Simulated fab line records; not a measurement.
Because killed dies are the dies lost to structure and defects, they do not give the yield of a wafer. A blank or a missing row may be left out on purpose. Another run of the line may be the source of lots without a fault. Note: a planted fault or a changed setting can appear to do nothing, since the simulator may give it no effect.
Split-lot experiment    flow n5-finfet    39 wafers read from 7 lots, route of 1938 steps

== ON THE SPLIT ==
At N5_BEOL_M3_CVD_47 (deposits Co from CCTBA/H2, target thk 3 nm, time 223.8 s), the setting target-thk-a was moved away from the recipe's 30 angstrom on 12 of the 39 wafers read, by -50.0% to +31.5%. The other wafers ran this setting at the recipe's value.

Reading taken at the split's own step.

== THE READING ==
Co_of_BEOL_M3_CVD_47.thk-nm (the simulator's own value, which no gauge read), in nm, at N5_BEOL_M3_CVD_47 (deposits Co from CCTBA/H2, target thk 3 nm, time 223.8 s). There is no usual value for it anywhere in the file. The 27 wafers here that ran the recipe average 3.0 nm, standard deviation 0.066 nm.

wafer   tool, chamber at the split  target-thk-a as run, angstrom  against the recipe  Co_of_BEOL_M3_CVD_47.thk-nm, nm  against lot-mates on the recipe
L076.1  cvd-co-02, 0,1              39.45                          +31.5%              4                                +1.0
L076.5  cvd-co-02, 0,1              39.45                          +31.5%              4                                +1.0
L076.2  cvd-co-02, 1,2,2            30                             recipe              3                                -
L076.3  cvd-co-02, 1,2,2            30                             recipe              3                                -
L076.4  cvd-co-02, 1,2,2            30                             recipe              3                                -
L076.6  cvd-co-02, 0                39.45                          +31.5%              3.8                              +0.8
L080.1  cvd-co-02, 0,2,0            30                             recipe              3                                -
L080.4  cvd-co-02, 0,2,0            30                             recipe              3                                -
L080.6  cvd-co-02, 0,2,0            30                             recipe              3                                -
L080.2  cvd-co-02, 2,1              15.09                          -49.7%              1.6                              -1.4
L080.5  cvd-co-02, 2,1              15.09                          -49.7%              1.6                              -1.4
L080.3  cvd-co-02, 1                15.09                          -49.7%              1.4                              -1.6
L081.1  cvd-co-01, 0,2,1,0,1,2      30                             recipe              3                                -
L081.2  cvd-co-01, 0,2,1,0,1,2      30                             recipe              3                                -
L081.3  cvd-co-01, 0,2,1,0,1,2      30                             recipe              3                                -
L081.4  cvd-co-01, 0,2,1,0,1,2      30                             recipe              3                                -
L081.5  cvd-co-01, 0,2,1,0,1,2      30                             recipe              3                                -
L081.6  cvd-co-01, 0,2,1,0,1,2      30                             recipe              3                                -
L085.1  cvd-co-02, 2                30                             recipe              2.8                              -
L085.2  cvd-co-02, 1,0,1,2,0        30                             recipe              3                                -
L085.3  cvd-co-02, 1,0,1,2,0        30                             recipe              3                                -
L085.4  cvd-co-02, 1,0,1,2,0        30                             recipe              3                                -
L085.5  cvd-co-02, 1,0,1,2,0        30                             recipe              3                                -
L085.6  cvd-co-02, 1,0,1,2,0        30                             recipe              3                                -
L086.1  cvd-co-02, 2                39.41                          +31.4%              3.8                              +0.9
L086.5  cvd-co-02, 2                39.41                          +31.4%              3.8                              +0.9
L086.2  cvd-co-02, 0                39.41                          +31.4%              4                                +1.1
L086.3  cvd-co-02, 1                30                             recipe              2.8                              -
L086.4  cvd-co-02, 0,1              30                             recipe              3                                -
L086.6  cvd-co-02, 0,1              30                             recipe              3                                -
L094.1  cvd-co-01, 2,1,0            30                             recipe              3                                -
L094.2  cvd-co-01, 2,1,0            30                             recipe              3                                -
L094.5  cvd-co-01, 2,1,0            30                             recipe              3                                -
L096.1  cvd-co-01, 2                30                             recipe              3                                -
L096.6  cvd-co-01, 2                30                             recipe              3                                -
L096.2  cvd-co-01, 1                30                             recipe              3.2                              -
L096.3  cvd-co-01, 0                15.01                          -50.0%              1.4                              -1.7
L096.5  cvd-co-01, 0                15.01                          -50.0%              1.4                              -1.7
L096.4  cvd-co-01, 1                15.01                          -50.0%              1.6                              -1.5
When a row names more than one chamber, that row covers several wafers, and the file does not tell which wafer ran in which chamber.

FIT RESULTS
A straight line over all 39 wafers: Co_of_BEOL_M3_CVD_47.thk-nm changes by +0.0296 nm for each +1% of target-thk-a; r = +0.99; the points scatter about the line by 0.08 nm.
The same after taking each lot's own level away (the mean of its wafers on the recipe; 39 wafers): +0.0304 nm for each +1%; r = +0.99; scatter 0.077 nm.
The reading moves by 1.5 nm for the largest change in target-thk-a, on that fit.
Across the lots, their own levels run from 2.93 to 3.07 nm, a range of 2.0 times the standard deviation given above.
So the lot-to-lot level changes the slope little: the two slopes agree.
Check: for one of the wafers moved furthest among these (-50.0%), held out of the fit, the line's prediction against its lot-mates is -1.51 nm. Against them it came out at -1.67 nm.

== THE FILE'S OWN FIT ==
Co_of_BEOL_M3_CVD_47.thk-nm changes by +0.0305 nm for each +1% of target-thk-a, r = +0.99.
